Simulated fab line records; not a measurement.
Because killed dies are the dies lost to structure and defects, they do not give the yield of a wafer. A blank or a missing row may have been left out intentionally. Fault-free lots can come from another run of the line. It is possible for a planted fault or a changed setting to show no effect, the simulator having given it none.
Comparing a struck lot with a sound one + flow n5_finfet + 16 out of 1938 route steps
Sound: wafers L398.1, L398.2, L398.4. Wafers struck: L407.1, L407.3, L407.5. The cause comes at the end.
Per side, at each step with rows, come the tool, then ch with its chambers, and then its first start. Under that, the readings that differ: sound wafers + struck wafers + difference of the means + sigmas: that difference in standard deviations of wafers without a fault.
alike: readings whose means differ by less than 2 such deviations, and words and numbers that are the same on both sides. not compared: withheld readings, readings that some wafer has no value for, bounds like >300 that may hide the same value, and numbers for which the record gives no deviation and whose values overlap.
Wherever a step has rows on one side only, a row that says differs or no value, or a row with sigmas, the two part there. Numbers that don't overlap but have no deviation are shown without sigmas and don't part them. A reading that every wafer of one side lacks parts them only if that side has two wafers or more.

first, 4 steps without rows for these wafers: N5_BEOL_M2_SOFTBAKE_23 (time 60 s); N5_BEOL_M2_EXPOSE_25 (exposes mask V1, defocus 5 nm); N5_BEOL_M2_PEB_26 (peb time 60 s); N5_BEOL_M2_DEVELOP_27 (develop time 30 s).
N5_BEOL_M2_CD_MEAS_28: target cd 26.2 nm, target cd y 24.1 nm.
  sound on cd_sem-03 ch 0, day 8 18:40; struck on cd_sem-03 ch 0, day 11 23:02
  alike: cd_nm
N5_BEOL_M2_OVL_MEAS_29:
  sound on overlay-02 ch 0, day 8 18:41; struck on overlay-02 ch 0, day 11 23:04
  alike: V1_OVL
N5_BEOL_M2_INSPECT_30: inspects for defects (brightfield).
  sound on defect_inspect-02, day 8 18:45; struck on defect_inspect-01, day 11 23:07
  alike: raw_defect_count
N5_BEOL_M2_DESCUM_33: chemistry O2, time 7 s.
  sound on rie_diel-06 ch 0,1,2, day 8 18:48; struck on rie_diel-04 ch 0,3, day 11 23:10
  alike: bias_power_w, drypump_motor_current_A, oes_product_au, rf_vpp_V, showerhead_plenum_p_Torr, throttle_valve_pct
  not compared: rf_hours_counter_h
N5_BEOL_M2_ETCH_77: etches underlayer in N2/H2, target depth 6.5 nm, time 5.2 s.
  sound on rie_diel-06 ch 0,1,2, day 8 18:50; struck on rie_diel-04 ch 0,3, day 11 23:13
  alike: bias_w, drypump_motor_current_A, etch_rf_on_time_s, oes_product_au, rf_vpp_V, showerhead_plenum_p_Torr, throttle_valve_pct
  not compared: rf_hours_counter_h
N5_BEOL_M2_ETCH_69: etches SiARC in CF4, target depth 15.6 nm, time 26 s.
  sound on rie_diel-06 ch 0,1,2, day 8 18:51; struck on rie_diel-04 ch 0,3, day 11 23:14
  alike: bias_w, drypump_motor_current_A, etch_rf_on_time_s, oes_product_au, rf_vpp_V, showerhead_plenum_p_Torr, throttle_valve_pct
  not compared: rf_hours_counter_h
N5_BEOL_M2_ALD_98: deposits SiO2, target thk 2.5 nm, pulse time 1 s, co reactant pulse time 1 s.
  sound on ald_sin-01 ch 0,3, day 8 19:25; struck on ald_sin-01 ch 1,2,3, day 11 23:19
  alike: heater_power_w, precursor_pulse_height_rel
N5_BEOL_M2_ETCHBACK_99: etches SiO2 in CHF3, target depth 5 nm, time 10.4 s.
  sound on rie_diel-04 ch 0,1,3, day 9 00:08; struck on rie_diel-04 ch 0,1,3, day 12 05:49
  alike: bias_w, drypump_motor_current_A, oes_product_au, rf_vpp_V, showerhead_plenum_p_Torr, throttle_valve_pct
  not compared: rf_hours_counter_h
N5_BEOL_M2_ETCH_70: etches SOC in N2/H2, target depth 80 nm, overetch 24 nm, time 130 s.
  sound on rie_diel-04 ch 0,1,3, day 9 00:11; struck on rie_diel-04 ch 0,1,3, day 12 05:51
| reading                                    | sound             | struck            | difference                    | sigmas |
|--------------------------------------------|-------------------|-------------------|-------------------------------|--------|
| bias_w (W)                                 | 150.7 150.5 150.2 | - - -             | no value on the struck wafers |        |
| oes_product_au (a.u.)                      | 0.67 0.67 0.54    | 0.70 0.88 0.86    | +0.19                         | +3     |
| run_length_s (s)                           | 153.1 154.2 153.3 | 118.9 119.4 118.7 | -34.5                         | -93    |
| model.SiARC_of_BEOL_M2_COAT_68.thk_nm (nm) | 5.4 5.8 5.8       | 7.6 7.4 7.2       | +1.7                          |        |
  alike: drypump_motor_current_A, rf_vpp_V, showerhead_plenum_p_Torr, throttle_valve_pct
  not compared: rf_hours_counter_h
then, 1 step without rows for these wafers: N5_BEOL_M2_STRIP_71 (strips in N2/H2).
-- record jumps: 2 days separate the struck wafers' starts on either side; left off in module BEOL_M2, taken up again in module BEOL_M4, whose first shown step is the route's number 1111 --
N5_BEOL_M4_RC_MEAS_101:
  sound on prober-02 ch 0, day 11 07:42; struck on prober-01 ch 0, day 14 10:40
| reading       | sound          | struck         | difference | sigmas |
|---------------|----------------|----------------|------------|--------|
| DIBL_N (mV/V) | 34.4 32.4 35.5 | 37.3 39.6 38.5 | +4.4       | +2     |
| VT_N (mV)     | 256 256 252    | 250 245 247    | -7         | -2     |
  alike: DIBL_P, IOFF_N, IOFF_P, ION_N, ION_P, SS_N, SS_P, VT_P
-- a jump in the record: the struck wafers' starts before and after are 5 days apart (it breaks off in module BEOL_M4 and resumes in module PASSIVATION, where the first step shown is number 1936 of the route) --
N5_PASSIVATION_PROBE_49:
  sound on prober-01, day 15 20:37; struck on prober-02, day 19 02:40
  alike: defect_limited_yield, killed_at_M0_to_M3, killed_at_M4_up, killed_at_contacts, killed_at_front_end, killed_at_other, killed_dies, killed_open, killed_short, sort_bin_5_function, sort_bin_6_memory, sort_n_pass, sort_yield_pct

WHERE THEY PART
At N5_BEOL_M2_ETCH_70 first; at N5_BEOL_M4_RC_MEAS_101 last (within this record only). Later steps at which nothing parts them and some readings are alike: N5_PASSIVATION_PROBE_49.

WHY: what the simulator had put in
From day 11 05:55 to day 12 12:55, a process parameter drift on rie_diel-04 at N5_BEOL_M2_ETCH_70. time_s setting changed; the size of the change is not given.
